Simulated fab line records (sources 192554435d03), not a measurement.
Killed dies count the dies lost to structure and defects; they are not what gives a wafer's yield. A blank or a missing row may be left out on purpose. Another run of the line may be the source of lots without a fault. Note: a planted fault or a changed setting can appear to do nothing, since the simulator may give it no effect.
Which tool is to blame? | flow n5-finfet | 11 lots, 33 wafers sampled, at 5 steps of a route of 1938

WHAT THE GAUGES SHOWED, per wafer
N5_BEOL_M4_RC_MEAS_101.
lot  | measured     | on        | DIBL_N (mV/V)  | DIBL_P (mV/V)  | IOFF_N (nA/um)    | IOFF_P (nA/um)    | ION_N (uA/um) | ION_P (uA/um) | SS_N (mV/dec)  | SS_P (mV/dec)  | VT_N (mV)         | VT_P (mV)
L440 | day 9 04:13  | prober-02 | 35.3 34.1 34.1 | 33.7 32.7 33.6 | 0.136 0.125 0.129 | 0.182 0.170 0.179 | 658 659 668   | 455 458 458   | 70.3 70.5 70.8 | 73.0 72.9 72.8 | 255.9 253.4 253.7 | -250 -250 -251
L441 | day 9 01:15  | prober-02 | 35.6 37.3 36.9 | 34.5 36.0 36.0 | 0.152 0.181 0.180 | 0.219 0.244 0.244 | 676 685 679   | 470 472 468   | 71.3 71.9 71.7 | 73.5 73.3 73.9 | 247.8 246.9 249.0 | -246 -247 -245
L442 | day 9 10:55  | prober-02 | 37.2 37.2 39.4 | 36.1 35.8 38.8 | 0.166 0.158 0.219 | 0.233 0.233 0.279 | 688 691 702   | 471 470 477   | 71.8 71.2 71.9 | 73.2 73.9 74.0 | 247.2 246.0 242.7 | -245 -245 -246
L443 | day 9 09:05  | prober-02 | 34.3 35.1 36.7 | 33.1 33.8 35.5 | 0.125 0.132 0.164 | 0.212 0.219 0.256 | 660 673 675   | 468 475 476   | 71.6 71.4 73.2 | 72.4 72.5 72.3 | 254.0 253.4 249.6 | -247 -249 -245
L447 | day 13 12:19 | prober-01 | 35.0 37.5 36.5 | 35.7 38.7 37.6 | 0.166 0.216 0.195 | 0.218 0.273 0.262 | 672 671 671   | 460 466 469   | 71.2 71.8 71.5 | 72.8 73.4 74.1 | 247.8 248.1 247.5 | -251 -248 -249
L449 | day 11 14:51 | prober-01 | 34.9 34.1 34.5 | 36.0 34.6 35.8 | 0.157 0.154 0.158 | 0.243 0.216 0.238 | 675 678 681   | 467 468 472   | 71.3 71.1 71.1 | 73.4 72.9 73.4 | 252.5 248.4 249.7 | -242 -246 -247
L451 | day 13 17:03 | prober-01 | 35.5 36.0 36.7 | 37.1 38.0 38.3 | 0.165 0.177 0.189 | 0.201 0.215 0.210 | 674 673 670   | 460 457 455   | 71.6 71.8 72.2 | 74.1 74.1 74.1 | 248.2 249.4 247.0 | -253 -253 -251
L460 | day 15 22:28 | prober-01 | 38.3 37.2 37.2 | 39.0 36.4 36.5 | 0.231 0.193 0.188 | 0.281 0.235 0.234 | 704 689 690   | 477 468 468   | 71.8 71.3 71.6 | 74.7 74.4 73.3 | 242.5 245.3 245.2 | -245 -249 -250
L461 | day 15 15:25 | prober-02 | 36.2 36.1 35.8 | 37.2 36.6 36.3 | 0.160 0.153 0.151 | 0.197 0.182 0.179 | 679 676 679   | 461 457 460   | 71.8 71.3 70.9 | 72.2 72.6 72.6 | 248.6 251.2 250.6 | -252 -250 -252

N5_MIM_TOP_LITHO_CD_MEAS_08: target cd 2000 nm.
lot  | measured     | on        | cd-nm (nm)
L440 | day 13 01:41 | cd-sem-02 | 1999.3 2001.3 1999.7
L441 | day 13 02:04 | cd-sem-02 | 2000.2 2001.9 2002.1
L442 | day 13 21:07 | cd-sem-01 | 2002.5 2001.8 2000.4
L443 | day 13 05:04 | cd-sem-01 | 2000.8 1999.9 2001.5
L447 | day 17 12:59 | cd-sem-01 | 2001.3 1999.4 2000.2
L449 | day 15 06:43 | cd-sem-03 | 1999.8 1998.8 2000.7
L451 | day 18 00:12 | cd-sem-01 | 1998.9 1999.8 1999.1
L460 | day 20 04:37 | cd-sem-02 | 1999.9 2001.7 2002.1
L461 | day 19 07:32 | cd-sem-02 | 2002.1 1998.8 2000.5

TOOL THAT RAN EACH LOT (tool first, then ch and the chambers of the sampled wafers, then the start)
lot  | N5_MOL_CONTACT_COAG_WET_ETCH_26     | N5_MIM_TOP_ALD_02                           | N5_MIM_TOP_DEGAS_04
L440 | wet-bench-05 ch 4,5,7, day 5 09:28  | ald-hk-02 ch 0,1,2, day 13 01:08 or earlier | pvd-sputter-01, day 13 01:08
L441 | wet-bench-05 ch 0,5,7, day 5 15:28  | ald-hk-03 ch 1,2, day 13 01:29 or earlier   | pvd-sputter-02, day 13 01:29
L442 | wet-bench-05 ch 1,4,7, day 5 23:04  | ald-hk-01 ch 0,1,2, day 13 20:34 or earlier | pvd-sputter-01, day 13 20:34
L443 | wet-bench-03 ch 0,1,6, day 6 06:38  | ald-hk-03 ch 0,2,3, day 13 04:38 or earlier | pvd-sputter-02, day 13 04:38
L447 | wet-bench-04 ch 0,2,6, day 7 05:37  | ald-hk-01 ch 0,2,3, day 17 12:33 or earlier | pvd-sputter-01, day 17 12:33
L449 | wet-bench-05 ch 0,5,6, day 7 16:10  | ald-hk-03 ch 0,1,2, day 15 06:10 or earlier | pvd-sputter-02, day 15 06:10
L451 | wet-bench-04 ch 2,4,5, day 8 07:14  | ald-hk-02 ch 0,2,3, day 17 23:46 or earlier | pvd-sputter-02, day 17 23:46
L454 | wet-bench-04 ch 2,3,4, day 9 00:45  | -                                           | -
L455 | wet-bench-05 ch 3,4,7, day 9 19:16  | -                                           | -
L460 | wet-bench-05 ch 1,3,4, day 10 20:26 | ald-hk-02 ch 0,2, day 20 04:11 or earlier   | pvd-sputter-01, day 20 04:11
L461 | wet-bench-04 ch 4,5,6, day 10 20:46 | ald-hk-02 ch 0,2, day 19 07:07 or earlier   | pvd-sputter-01, day 19 07:07
- N5_MOL_CONTACT_COAG_WET_ETCH_26: target Co, target depth 13 nm.
- N5_MIM_TOP_ALD_02: deposits Al2O3, purge time 3 s, co reactant pulse time 3 s.
- N5_MIM_TOP_DEGAS_04: time 60 s.

WHAT THE TOOLS THEMSELVES READ (means of the sampled wafers that have a number; where no wafer has one, the mark that the record gives instead)
N5_MIM_TOP_ALD_02.
lot  | tool      | precursor-pulse-height-rel
L440 | ald-hk-02 | 0.993
L441 | ald-hk-03 | 1.000
L442 | ald-hk-01 | 1.013
L443 | ald-hk-03 | 0.990
L447 | ald-hk-01 | 0.986
L449 | ald-hk-03 | 0.992
L451 | ald-hk-02 | 1.006
L460 | ald-hk-02 | 0.975
L461 | ald-hk-02 | 0.995

N5_MIM_TOP_DEGAS_04.
lot  | tool           | heater-power-w (W)
L440 | pvd-sputter-01 | 499
L441 | pvd-sputter-02 | 538
L442 | pvd-sputter-01 | 488
L443 | pvd-sputter-02 | 527
L447 | pvd-sputter-01 | 488
L449 | pvd-sputter-02 | 521
L451 | pvd-sputter-02 | 514
L460 | pvd-sputter-01 | 497
L461 | pvd-sputter-01 | 467

THE ANSWER, worked out from the rows above alone
Rule: the usual values come from the lots themselves. Put in order of their means at a reading, lots are off if they are a third of the lots or fewer, leave a main group of 4 or more, and stand apart from it by a gap of 3 or more times the standard deviation of the main group's means; of several such gaps the widest counts. A main group whose means are all the same, to the digits that the tables above print for the reading, isn't used. A lot without any number at a reading at which 4 lots or more have one is off too. All remaining lots with rows at the step are treated as sound. The gauges are gone through in route order, then the tools' own readings, and for those a lot's mean is taken as printed above. The first step at which some lot is off is used, and at that step the reading that is off furthest; a lot without a number counts as furthest.
Across all readings shown, no lot is off: no conclusion can be drawn from this.

WHAT THE SIMULATOR PUT IN
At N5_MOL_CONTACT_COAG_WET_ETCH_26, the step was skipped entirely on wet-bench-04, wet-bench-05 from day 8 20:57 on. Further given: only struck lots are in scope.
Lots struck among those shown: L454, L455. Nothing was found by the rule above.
